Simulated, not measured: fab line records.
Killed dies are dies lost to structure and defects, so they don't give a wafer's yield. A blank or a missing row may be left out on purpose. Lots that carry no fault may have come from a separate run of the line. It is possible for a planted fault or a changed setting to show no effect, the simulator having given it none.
Chamber matching | flow nandHarc | rieDiel-07 running NHARC_A_STAIRCASE_ETCH_313: 4 sister chambers
The step etches the open film in CF4/CHF3. 18 wafers are shown with their chamber, then 9 later ones without.

## WAFERS WITH THEIR CHAMBER
wafer  | chamber | drypumpMotorCurrentA (A) | showerheadPlenumPTorr (Torr) | rfVppV (V)
L074.2 | 1       | 5.7                      | 1.54                         | 369.4
L074.3 | 3       | 6.1                      | 1.52                         | 367.7
L074.6 | 3       | 6.1                      | 1.52                         | 370.0
L079.1 | 2       | 5.9                      | 1.55                         | 369.8
L079.2 | 0       | 6.5                      | 1.66                         | 373.7
L079.4 | 2       | 5.9                      | 1.56                         | 369.1
L082.1 | 3       | 6.2                      | 1.51                         | 368.0
L082.2 | 0       | 6.5                      | 1.66                         | 372.7
L082.4 | 1       | 5.7                      | 1.54                         | 368.2
L081.2 | 3       | 6.1                      | 1.51                         | 367.5
L081.5 | 1       | 5.7                      | 1.54                         | 369.5
L081.6 | 0       | 6.5                      | 1.65                         | 373.3
L086.3 | 2       | 5.9                      | 1.55                         | 370.1
L086.4 | 3       | 6.1                      | 1.51                         | 368.5
L086.5 | 1       | 5.7                      | 1.53                         | 368.3
L089.1 | 2       | 5.9                      | 1.55                         | 370.0
L089.2 | 3       | 6.1                      | 1.51                         | 369.2
L089.3 | 1       | 5.7                      | 1.53                         | 369.9

SIGNATURES (means of the wafers above)
reading               | chamber 0 | chamber 1 | chamber 2 | chamber 3 | scatter within a chamber
drypumpMotorCurrentA  | 6.500     | 5.700     | 5.900     | 6.117     | 0.0244
showerheadPlenumPTorr | 1.6567    | 1.5360    | 1.5525    | 1.5133    | 0.00531
rfVppV                | 373.233   | 369.060   | 369.750   | 368.483   | 0.76
Rule: a wafer lies at a distance from a chamber equal to the root of the sum of squares, over the readings, of (its reading less the chamber's mean, divided by the reading's scatter). If the next closest chamber is less than 2 further off than the closest, the wafer can't be placed; otherwise it belongs to the closest. The scatter: the root of (the sum of the squares of (reading less its chamber's mean) over the shown wafers, divided by (wafers less chambers)).

## WAFERS WITHOUT THEIR CHAMBER
wafer  | drypumpMotorCurrentA (A) | showerheadPlenumPTorr (Torr) | rfVppV (V)
L088.1 | 5.9                      | 1.55                         | 368.5
L088.4 | 5.7                      | 1.53                         | 368.2
L088.5 | 6.1                      | 1.51                         | 367.6
L092.1 | 6.4                      | 1.65                         | 373.9
L092.3 | 6.1                      | 1.51                         | 367.8
L092.6 | 5.9                      | 1.55                         | 370.0
L097.2 | 6.5                      | 1.64                         | 374.9
L097.3 | 5.9                      | 1.54                         | 370.0
L097.5 | 6.5                      | 1.64                         | 372.2

## WHICH CHAMBER EACH ONE RAN IN
wafer  | from the rows above | in truth
L088.1 | 2                   | 2
L088.4 | 1                   | 1
L088.5 | 3                   | 3
L092.1 | 0                   | 0
L092.3 | 3                   | 3
L092.6 | 2                   | 2
L097.2 | 0                   | 0
L097.3 | 2                   | 2
L097.5 | 0                   | 0
Correct placement for 9 of the 9. Number that these rows cannot place: 0. Number placed wrongly: 0.
